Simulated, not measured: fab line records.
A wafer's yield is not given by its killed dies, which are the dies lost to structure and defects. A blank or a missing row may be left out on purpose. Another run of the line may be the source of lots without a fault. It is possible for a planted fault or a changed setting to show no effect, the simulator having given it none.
The tool behind it: which one?	flow n5_finfet	Sampling: 8 lots, 23 wafers, 9 of 1938 route steps

== WHAT EACH GAUGE READ, for each wafer ==
N5_FIN_SAQP_INSPECT_18: inspects for defects (brightfield).
lot	measured	on	raw_defect_count
L489	day 1 23:28	defect_inspect-02	387 452 365
L494	day 3 04:22	defect_inspect-02	1181 1044 1086
L495	day 3 10:20	defect_inspect-02	852 999 940
L501	day 4 22:25	defect_inspect-02	399 322 300
L504	day 5 15:35	defect_inspect-02	519 442 551
L506	day 6 05:51	defect_inspect-01	831 546 311
L508	day 6 18:15	defect_inspect-02	589 524
L509	day 6 21:50	defect_inspect-01	496 402 369

N5_FIN_SAQP_INSPECT_40: inspects for defects (brightfield).
lot	measured	on	raw_defect_count
L489	day 2 04:41	defect_inspect-02	192 177 186
L494	day 3 09:40	defect_inspect-02	904 769 805
L495	day 3 15:28	defect_inspect-02	809 956 809
L501	day 5 03:32	defect_inspect-02	252 208 213
L504	day 5 19:50	defect_inspect-02	150 213 286
L506	day 6 10:56	defect_inspect-02	328 232 183
L508	day 6 22:45	defect_inspect-01	178 222
L509	day 7 02:13	defect_inspect-02	379 182 165

N5_FIN_CUT_INSPECT_10: inspects for defects (brightfield).
lot	measured	on	raw_defect_count
L489	day 2 05:05	defect_inspect-02	38 35 37
L494	day 3 10:04	defect_inspect-02	677 626 636
L495	day 3 15:52	defect_inspect-02	638 674 621
L501	day 5 03:56	defect_inspect-02	44 45 39
L504	day 5 20:14	defect_inspect-02	42 42 57
L506	day 6 11:32	defect_inspect-02	70 45 38
L508	day 6 23:17	defect_inspect-01	33 53
L509	day 7 02:37	defect_inspect-02	66 27 32

N5_FIN_CUT_INSPECT_17: inspects for defects (brightfield).
lot	measured	on	raw_defect_count
L489	day 2 06:22	defect_inspect-02	194 188 177
L494	day 3 12:34	defect_inspect-02	944 770 796
L495	day 3 16:49	defect_inspect-02	824 961 811
L501	day 5 04:53	defect_inspect-02	254 197 223
L504	day 5 21:11	defect_inspect-02	146 223 318
L506	day 6 12:32	defect_inspect-01	306 234 165
L508	day 7 00:25	defect_inspect-02	188 256
L509	day 7 03:36	defect_inspect-02	387 193 164

N5_BEOL_M4_RC_MEAS_101.
lot	measured	on	DIBL_N (mV/V)	DIBL_P (mV/V)	IOFF_N (nA/um)	IOFF_P (nA/um)	ION_N (uA/um)	ION_P (uA/um)	SS_N (mV/dec)	SS_P (mV/dec)	VT_N (mV)	VT_P (mV)
L489	day 8 11:45	prober-02	39.7 38.3 39.1	42 39 41	0.23 0.19 0.21	0.30 0.22 0.27	684 667 673	470 455 467	72.4 71.9 72.2	74.6 73.9 74.2	245 249 245	-248 -253 -248
L494	day 9 13:41	prober-02	40.3 35.2 36.3	37 35 36	0.26 0.13 0.14	0.19 0.16 0.17	659 654 655	447 445 441	74.5 70.6 71.5	73.1 73.0 72.5	250 253 252	-253 -254 -254
L495	day 9 18:23	prober-01	37.7 34.9 36.0	40 36 36	0.19 0.13 0.16	0.22 0.18 0.18	671 657 679	459 450 457	72.5 71.4 72.1	74.4 73.3 72.9	250 253 250	-251 -253 -254
L501	day 11 14:18	prober-02	36.4 37.8 36.6	37 38 38	0.18 0.19 0.19	0.20 0.22 0.22	671 674 692	456 453 471	72.2 72.7 71.8	73.0 74.0 72.8	249 250 246	-252 -253 -251
L504	day 12 13:16	prober-01	44.3 36.7 38.2	45 35 38	0.39 0.17 0.19	0.41 0.20 0.24	708 664 671	473 453 458	74.5 71.5 71.8	75.2 73.1 73.4	243 250 249	-240 -250 -250
L506	day 12 18:37	prober-02	32.8 36.2 34.8	32 36 32	0.11 0.17 0.13	0.16 0.23 0.18	661 673 665	456 466 460	70.1 71.6 71.4	71.6 73.3 72.0	256 248 254	-254 -248 -251
L508	day 12 21:28	prober-02	42.6 43.0	45 45	0.30 0.30	0.31 0.32	698 693	471 462	73.4 73.8	75.3 75.1	245 244	-246 -247
L509	day 13 00:14	prober-02	41.6 35.2 39.3	41 35 38	0.28 0.14 0.24	0.27 0.17 0.23	683 651 682	463 446 461	73.6 71.9 73.2	75.0 72.9 74.9	243 255 247	-248 -255 -251

== WHAT TOOL EACH LOT RAN ON (gives the tool, then ch and the chambers of the sampled wafers, and finally the start) ==
lot	N5_FIN_SAQP_PRECLEAN_42	N5_FIN_SAQP_ALD_61	N5_FIN_SAQP_ETCH_51	N5_FIN_SAQP_RECESS_75
L489	wet_bench-06 ch 2,4,5, day 1 21:18	ald_sin-03 ch 2,3, day 1 22:07	rie_diel-06 ch 1,3, day 2 00:01	vapor_etch-01 ch 0,1, day 2 00:42
L494	wet_bench-06 ch 0,2,7, day 3 02:57	ald_sin-03 ch 0,1, day 3 03:03	rie_diel-05 ch 1,3, day 3 04:26	vapor_etch-02 ch 0,1, day 3 05:07
L495	wet_bench-06 ch 1,2,7, day 3 09:04	ald_sin-03 ch 1,3, day 3 09:10	rie_diel-06 ch 0,3, day 3 10:38	vapor_etch-02 ch 0,1, day 3 11:18
L501	wet_bench-03 ch 1,2,6, day 4 20:58	ald_sin-01 ch 0,1,2, day 4 21:04	rie_diel-02 ch 2,3, day 4 22:29	vapor_etch-01 ch 0,1, day 4 23:11
L504	wet_bench-04 ch 0,6,7, day 5 14:08	ald_sin-02 ch 0,2, day 5 14:14	rie_diel-02 ch 0,2, day 5 15:38	vapor_etch-02 ch 0,1, day 5 16:26
L506	wet_bench-03 ch 2,5,6, day 6 04:29	ald_sin-03 ch 0,1,2, day 6 04:34	rie_diel-02 ch 1,2,3, day 6 06:19	vapor_etch-01 ch 0,1, day 6 07:01
L508	wet_bench-03 ch 0,1, day 6 16:48	ald_sin-02 ch 1, day 6 17:07	rie_diel-06 ch 0,1, day 6 18:26	vapor_etch-02 ch 0, day 6 19:13
L509	wet_bench-06 ch 1,4,6, day 6 20:36	ald_sin-02 ch 1,2, day 6 20:42	rie_diel-06 ch 0,2, day 6 21:54	vapor_etch-02 ch 0,1, day 6 22:34
- N5_FIN_SAQP_PRECLEAN_42: cleans in O3/DIW, time 60 s.
- N5_FIN_SAQP_ALD_61: deposits SiO2, target thk 4 nm, pulse time 1 s, purge time 2 s.
- N5_FIN_SAQP_ETCH_51: etches SiARC in CF4, target depth 45.5 nm, time 75.8 s.
- N5_FIN_SAQP_RECESS_75: chemistry HF/NH3, target SiO2, target depth 14.4 nm, afs cycles 3, sublimation time 60 s.

== AS READ BY THE TOOLS THEMSELVES (means over the sampled wafers that have a number; for cases with no such wafer, the mark the record gives instead) ==
N5_FIN_SAQP_ALD_61.
lot	tool	heater_power_outer_w (W)	heater_power_w (W)	precursor_pulse_height_rel
L489	ald_sin-03	272	484	0.995
L494	ald_sin-03	235	437	1.000
L495	ald_sin-03	253	454	1.006
L501	ald_sin-01	275	495	1.000
L504	ald_sin-02	239	439	1.024
L506	ald_sin-03	253	469	0.993
L508	ald_sin-02	249	440	1.005
L509	ald_sin-02	248	432	0.972

N5_FIN_SAQP_ETCH_51.
lot	tool	drypump_motor_current_A (A)	etch_rf_on_time_s (s)	oes_product_au (a.u.)	rf_vpp_V (V)	showerhead_plenum_p_Torr (Torr)	throttle_valve_pct (%)
L489	rie_diel-06	5.6	76.8	0.62	185.5	2.18	15.75
L494	rie_diel-05	5.6	77.1	0.60	183.9	2.11	15.79
L495	rie_diel-06	5.1	74.9	0.74	182.8	2.11	15.39
L501	rie_diel-02	5.9	76.3	0.64	184.4	2.17	15.59
L504	rie_diel-02	5.0	76.3	0.70	185.0	2.21	15.31
L506	rie_diel-02	5.5	76.2	0.65	184.9	2.18	15.57
L508	rie_diel-06	5.2	75.9	0.69	183.7	2.14	15.67
L509	rie_diel-06	5.9	72.8	0.80	185.8	2.22	15.35

N5_FIN_SAQP_RECESS_75.
lot	tool	drypump_motor_current_A (A)	sublimation_temp_c (C)
L489	vapor_etch-01	5.8	180.17
L494	vapor_etch-02	6.2	180.00
L495	vapor_etch-02	6.3	180.11
L501	vapor_etch-01	5.4	180.05
L504	vapor_etch-02	6.3	179.99
L506	vapor_etch-01	5.8	179.94
L508	vapor_etch-02	5.3	180.04
L509	vapor_etch-02	6.3	179.93

== THE ANSWER, worked out from the rows above alone ==
Rule: what is usual is taken from the lots themselves. The widest of any qualifying gaps counts: lots, ordered by their means at a reading, are off when they make up no more than a third of the lots, leave a main group of 4 or more, and stand apart from it by 3 or more times the standard deviation of that group's means. A main group is skipped when, at the precision printed for the reading in the tables above, its means are all equal. A lot without any number at a reading at which 4 lots or more have one is off too. All remaining lots with rows at the step are treated as sound. Order of review: gauges by route order, followed by the tools' own readings, for which a lot's mean as printed above is used. At the first step where some lot is off, the reading lying furthest off is the one used; lots without a number count as furthest.
Off: L494, L495, at N5_FIN_SAQP_INSPECT_18 (raw_defect_count). The main group: mean 465, standard deviation 83.
If a tool, at a process step before that reading, ran all the lots that are off and no sound lot after the first of them, it fits. The gauges at N5_FIN_SAQP_INSPECT_18 are tried like those tools. Of those tried, none fits.

== WHAT THE SIMULATOR PUT IN ==
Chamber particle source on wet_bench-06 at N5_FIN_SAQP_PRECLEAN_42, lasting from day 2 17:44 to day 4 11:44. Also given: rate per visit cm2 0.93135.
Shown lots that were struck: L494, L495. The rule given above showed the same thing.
